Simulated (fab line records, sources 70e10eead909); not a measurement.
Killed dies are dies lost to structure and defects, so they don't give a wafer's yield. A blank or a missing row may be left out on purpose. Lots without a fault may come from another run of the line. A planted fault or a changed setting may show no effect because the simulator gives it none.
fab line records | flow nand_harc
record lots=12 wafers=36 last_day=35
route steps=1302 shown A_SLIT@933 A_WL_FILL@975
lots that met no fault: from a run of the same line without faults
start_h: hours from the record's first day to the start of the lot's first wafer shown | wait_h: hours since the lot's step before | " the same as in the row above | L1.1+2: a row that stands for several wafers | - no value, or no start given | * or withheld: withheld | < > ~ a bound
route shown NAME@n: a module of which the file shows steps, and the number in the route of the first | usual: mean/standard deviation of fault-free wafers | same: alike in all rows | chamber/n: place in a boat | sites: the reading at each site | _std_site: their standard deviation | _edge_site: outer sites' mean less inner sites' | radius_mm: how far each site lies from the wafer's centre | mask NAME#n: copy n | behind: the tool/chamber that last shaped the wafer | hold: why the lot was held/for how many hours/how that ended | device: the transistor (n, p or np) that didn't switch | end of line: the same wafers' tests at the end of the route | a step without rows: its recipe alone | killed: dies lost to structure and defects at the first sort, not the wafer's yield | map: a wafer's dies, x killed, . not, _ none there
set.NAME: the setting as run; set.NAME@STEP: as run at that earlier step | model.NAME: the simulator's own value behind a step, which no gauge read
steps of the route over a sample of lots; a table a step, a row a wafer
services: from which hour (start_h, from the record's first day; less than 0 if before it) a tool's chamber was out of use, for how many hours, and why
## steps
# step NHARC_A_SLIT_CD_MEAS_09
# recipe target_cd_nm=300 landing_energy_ev=500
# usual cd_nm=300.0/0.48
# columns lot.wafer tool chamber start_h wait_h cd_nm
L407.2 cd_sem-01 0 458.96 - 299.5
L407.3 " 0 " " 299.6
L407.6 " 0 " " 299.7
L408.1 cd_sem-03 0 463.25 - 300.7
L408.4 " 0 " " 299.8
L408.5 " 0 " " 299.8
L410.3 cd_sem-01 0 477.44 - 300.2
L410.4 " 0 " " 299.5
L410.6 " 0 " " 299.5
L412.1 cd_sem-02 0 478.99 - 299.4
L412.2 " 0 " " 300.3
L412.4 " 0 " " 299.6
L411.1 cd_sem-03 0 480.25 - 299.6
L411.4 " 0 " " 299.7
L411.6 " 0 " " 298.9
L409.1 cd_sem-02 0 481.25 - 300.6
L409.3 " 0 " " 300.8
L409.4 " 0 " " 299.6
L413.4 cd_sem-01 0 499.52 - 300.0
L413.5 " 0 " " 299.8
L413.6 " 0 " " 300.4
L415.1 cd_sem-03 0 515.21 - 299.5
L415.2 " 0 " " 299.4
L415.4 " 0 " " 299.6
L425.1 cd_sem-02 0 624.17 - 299.9
L425.3 " 0 " " 299.9
L425.6 " 0 " " 299.9
L426.3 cd_sem-03 0 638.58 - 300.5
L426.5 " 0 " " 300.5
L426.6 " 0 " " 299.9
L428.1 cd_sem-02 0 684.00 - 300.2
L428.2 " 0 " " 300.5
L428.5 " 0 " " 300.5
L430.2 cd_sem-03 0 697.53 - 299.6
L430.3 " 0 " " 299.9
L430.5 " 0 " " 299.6
# step NHARC_A_WL_FILL_ALD_19
# recipe target_thk_a=20 pulse_time_s=3 ald_cycles=100 temp_c=450 material=TiN
# usual heater_power_w=1123/110 precursor_pulse_height_rel=1.000/0.018
# columns lot.wafer tool chamber start_h wait_h heater_power_w precursor_pulse_height_rel since_wet_clean_h
L407.2 ald_metal-02 3 490.06 0.1 1313 1.026 48
L407.3 " 2 " " 979 0.997 48
L407.6 " 0 " " 1204 1.014 -
L408.1 ald_metal-02 2 502.51 0.1 972 0.978 61
L408.4 " 3 " " 1269 1.035 61
L408.5 " 2 " " 971 0.968 -
L410.4 ald_metal-04 0 507.48 0.1 1142 0.984 24
L410.3 " 1 " " 992 0.993 24
L410.6 " 0 " " 1174 1.009 -
L412.2 ald_metal-02 0 507.48 0.1 1199 0.976 66
L412.4 " 1 " " 1037 0.976 66
L412.1 " 2 " " 981 1.022 66
L409.1 ald_metal-04 3 514.47 0.1 1059 1.027 31
L409.4 " 0 " " 1121 0.980 31
L409.3 " 2 " " 1055 1.008 31
L411.4 ald_metal-02 0 514.47 0.1 1195 1.001 73
L411.1 " 3 " " 1272 1.004 73
L411.6 " 0 " " 1213 1.039 -
L413.4 ald_metal-02 1 530.29 0.1 1032 0.995 88
L413.6 " 3 " " 1268 0.979 -
L413.5 " 0 " " 1214 1.018 -
L415.4 ald_metal-02 3 545.11 0.1 1291 0.951 103
L415.1 " 1 " " 1049 1.013 103
L415.2 " 2 " " 992 0.997 103
L425.1 ald_metal-02 1 657.93 0.1 1022 0.966 38
L425.3 " 3 " " 1274 0.988 38
L425.6 " 1 " " 1001 1.008 -
L426.3 ald_metal-04 1 669.10 0.1 987 1.002 7
L426.5 " 1 " " 986 0.960 -
L426.6 " 2 " " 1049 1.005 -
L428.1 ald_metal-02 0 720.13 0.1 1243 1.019 100
L428.2 " 2 " " 982 0.984 100
L428.5 " 3 " " 1314 1.001 -
L430.2 ald_metal-04 2 728.49 0.1 1049 1.008 67
L430.3 " 3 " " 1105 1.013 67
L430.5 " 3 " " 1104 0.993 -
# step NHARC_A_WL_FILL_CMP_12
# recipe t_overpolish_s=30 target_thk_nm=100
# usual motor_current_A=11.9/1.2 overpolish_run_s=30.001/0.0082 time_to_endpoint_s=20.5/1.9
# columns lot.wafer tool chamber start_h wait_h motor_current_A overpolish_run_s time_to_endpoint_s
L407.2 cmp-04 3 490.46 0.2 11.7 30.009 21.0
L407.3 " 2 " " 12.2 30.001 20.3
L407.6 " 3 " " 11.8 30.003 24.2
L408.1 cmp-03 0 502.88 0.1 10.1 30.000 21.9
L408.4 " 1 " " 10.0 30.012 19.9
L408.5 " 1 " " 10.5 29.999 21.8
L412.1 cmp-03 0 507.86 0.1 10.8 30.001 17.9
L412.2 " 1 " " 10.6 29.993 18.5
L412.4 " 2 " " 11.4 30.011 16.8
L410.4 cmp-01 1 507.89 0.1 13.4 30.010 20.8
L410.3 " 2 " " 12.9 29.991 18.7
L410.6 " 0 " " 13.6 30.002 21.5
L411.1 cmp-04 0 514.85 0.1 12.2 29.995 21.6
L411.4 " 2 " " 12.3 30.003 22.6
L411.6 " 1 " " 12.2 29.999 21.2
L409.1 cmp-01 2 514.85 0.1 12.7 30.010 17.6
L409.4 " 3 " " 12.4 30.012 17.7
L409.3 " 1 " " 13.1 30.002 18.5
L413.4 cmp-04 3 530.76 0.1 12.0 30.009 23.5
L413.5 " 3 " " 11.6 30.002 24.4
L413.6 " 0 " " 11.8 30.007 22.7
L415.2 cmp-01 2 545.49 0.2 13.4 30.002 17.3
L415.1 " 0 " " 12.0 30.003 19.9
L415.4 " 1 " " 13.9 29.999 19.1
L425.3 cmp-03 1 658.77 0.1 10.6 29.990 11.3
L425.1 " 2 " " 10.7 30.010 18.7
L425.6 " 1 " " 10.4 30.001 10.2
L426.3 cmp-01 1 669.67 0.2 14.1 30.002 20.9
L426.6 " 3 " " 12.6 29.991 19.5
L426.5 " 0 " " 13.8 29.995 21.0
L428.2 cmp-04 1 720.49 0.1 11.8 30.005 20.4
L428.1 " 0 " " 12.3 29.995 19.0
L428.5 " 1 " " 12.7 30.019 20.3
L430.3 cmp-01 0 728.87 0.1 13.6 29.994 19.6
L430.2 " 3 " " 12.3 30.008 21.2
L430.5 " 1 " " 14.0 29.994 21.7
# step NHARC_A_WL_FILL_INSPECT_15
# usual raw_defect_count=478/180
# columns lot.wafer tool chamber start_h wait_h raw_defect_count
L407.2 defect_inspect-02 - 490.93 0.0 527
L407.3 " - " " 344
L407.6 " - " " 479
L408.1 defect_inspect-02 - 503.34 0.0 612
L408.4 " - " " 817
L408.5 " - " " 725
L410.3 defect_inspect-02 - 508.33 0.0 390
L410.4 " - " " 413
L410.6 " - " " 188
L412.1 defect_inspect-02 - 508.35 0.0 570
L412.2 " - " " 460
L412.4 " - " " 421
L411.1 defect_inspect-02 - 515.31 0.0 618
L411.4 " - " " 331
L411.6 " - " " 337
L409.1 defect_inspect-01 - 515.34 0.0 612
L409.3 " - " " 435
L409.4 " - " " 522
L413.4 defect_inspect-02 - 531.23 0.0 579
L413.5 " - " " 442
L413.6 " - " " 341
L415.1 defect_inspect-01 - 545.98 0.0 429
L415.2 " - " " 379
L415.4 " - " " 737
L425.1 defect_inspect-02 - 659.24 0.0 407
L425.3 " - " " 417
L425.6 " - " " 338
L426.3 defect_inspect-02 - 670.09 0.0 378
L426.5 " - " " 364
L426.6 " - " " 306
L428.1 defect_inspect-02 - 720.97 0.0 580
L428.2 " - " " 487
L428.5 " - " " 436
L430.2 defect_inspect-01 - 729.33 0.0 332
L430.3 " - " " 365
L430.5 " - " " 345
## services
# columns tool chamber start_h hours kind
ald_metal-02 1 467.32 6.0 repair
ald_metal-04 - 474.00 10.0 pm
cmp-01 - 479.57 4.0 pm
cmp-01 - 487.39 1.8 repair
cmp-04 - 504.20 4.0 pm
ald_metal-02 - 563.35 0.4 repair
cmp-04 - 575.25 0.9 repair
cmp-01 - 577.57 4.0 pm
ald_metal-04 1 586.15 2.5 repair
cmp-01 - 593.78 1.9 repair
ald_metal-04 3 595.20 6.2 repair
cmp-04 - 602.20 4.0 pm
ald_metal-02 - 610.00 10.0 pm
ald_metal-04 - 631.32 2.1 repair
ald_metal-04 - 652.00 10.0 pm
cmp-01 - 655.85 0.8 repair
cmp-04 - 657.23 1.8 repair
ald_metal-02 0 670.10 3.8 repair
cmp-01 - 675.57 4.0 pm
ald_metal-02 0 678.64 11.4 repair
cmp-04 - 679.67 1.3 repair
cmp-01 - 704.69 0.9 repair
cmp-01 - 726.61 1.3 repair
ald_metal-02 1 728.20 6.1 repair
## key
first_sign step=NHARC_A_WL_FILL_CMP_12 reading=time_to_endpoint_s direction=down sigmas=5.2 usual=* struck=*
effect none on later readings
met_at NHARC_A_WL_FILL_CMP_12
struck_lots L425
struck_wafers L425.3,L425.6
tester_left_out L425
not_acting_at NHARC_A_SLIT_CD_MEAS_09,NHARC_A_WL_FILL_ALD_19,NHARC_A_WL_FILL_INSPECT_15
onset_between 507.86 658.77
fault kind=process_parameter_drift tool=cmp-03 chamber=1 onset_h=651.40 steps=NHARC_A_WL_FILL_CMP_12 channel=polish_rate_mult offset=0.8 shape=step end_h=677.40
# tester_left_out: of these lots the tester's yield and bins aren't shown, on N5 and GAA mostly nor the transistor test; their killed dies are dies lost to structure and defects alone, not to doping, threshold or leakage, so they don't give the yield
